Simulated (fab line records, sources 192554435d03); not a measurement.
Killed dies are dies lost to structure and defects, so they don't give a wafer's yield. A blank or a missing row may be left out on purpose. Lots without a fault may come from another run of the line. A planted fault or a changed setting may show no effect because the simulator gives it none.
Chamber matching | flow n5_finfet | N5_BEOL_M6_STRIP_67 on rie_diel-01: 3 sister chambers
The step strips in CF4. 3 wafers are shown with their chamber, then 7 later ones without.

WAFERS WITH THEIR CHAMBER
wafer  | chamber | showerhead_plenum_p_Torr (Torr)
L084.6 | 1       | 1.69
L086.2 | 3       | 1.74
L086.4 | 0       | 1.83

WAFERS WITHOUT THEIR CHAMBER
wafer  | showerhead_plenum_p_Torr (Torr)
L088.1 | 1.74
L088.3 | 1.90
L092.1 | 1.73
L092.2 | 1.83
L092.3 | 1.90
L094.2 | 1.73
L094.3 | 1.90

WHICH CHAMBER EACH WENT THROUGH
wafer  | from the rows above          | in truth
L088.1 | can't be placed: 3 or 1 or 0 | 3
L088.3 | can't be placed: 0 or 3      | 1
L092.1 | can't be placed: 3 or 1 or 0 | 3
L092.2 | can't be placed: 0 or 3      | 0
L092.3 | can't be placed: 0 or 3      | 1
L094.2 | can't be placed: 3 or 1 or 0 | 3
L094.3 | can't be placed: 0 or 3      | 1
Placed correctly: 0 of 7. Can't be placed from these rows: 7 (the true chamber is among the candidates in 4). Placed wrongly: 0.
How it was worked out, from the rows above alone: a wafer's distance from a chamber is the root of the sum, over the readings, of the square of ((its reading less the chamber's mean) divided by the reading's scatter). The wafer belongs to the nearest chamber; if the next one is less than 2 further off, it can't be placed. A chamber's mean is the mean of its shown wafers. The scatter: with one shown wafer a chamber, the root of the mean of the squares of how far each hidden wafer lies from its nearest shown one.
